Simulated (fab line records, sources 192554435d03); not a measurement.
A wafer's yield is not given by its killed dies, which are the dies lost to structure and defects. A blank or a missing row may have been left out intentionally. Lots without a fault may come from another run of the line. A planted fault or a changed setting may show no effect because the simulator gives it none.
Chamber matching -- flow n5 finfet -- 4 sister chambers for N5_BEOL_M1_ALD_98 on ald sin-01
The step deposits SiO2, target thk 2.5 nm, pulse time 1 s, co reactant pulse time 1 s. 4 wafers are shown with their chamber, then 9 later ones without.

EACH WAFER AND ITS CHAMBER
wafer,chamber,heater power w (W)
L084.4,0,70
L089.1,1,93
L089.2,3,83
L089.4,2,99

WAFERS MISSING THEIR CHAMBER
wafer,heater power w (W)
L090.1,85
L090.2,89
L090.3,98
L094.1,94
L094.4,83
L094.6,97
L097.1,91
L097.4,98
L097.6,69

EACH ONE'S CHAMBER
wafer,from the rows above,in truth
L090.1,3,3
L090.2,can't be placed: 1 or 3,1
L090.3,2,2
L094.1,1,1
L094.4,3,3
L094.6,can't be placed: 2 or 1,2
L097.1,1,1
L097.4,2,2
L097.6,0,0
Correct placement for 7 of the 9. From these rows, 2 cannot be placed; in 2 the true chamber is one of the candidates. Number placed wrongly: 0.
How it was worked out, from the rows above alone: a wafer's distance from a chamber is the root of the sum, over the readings, of the square of ((its reading less the chamber's mean) divided by the reading's scatter). If the next closest chamber is less than 2 further off than the closest, the wafer can't be placed; otherwise it belongs to the closest. A chamber's mean is the mean of its shown wafers. The scatter: root of mean squared gap, hidden wafer to nearest shown wafer, with one shown wafer a chamber.
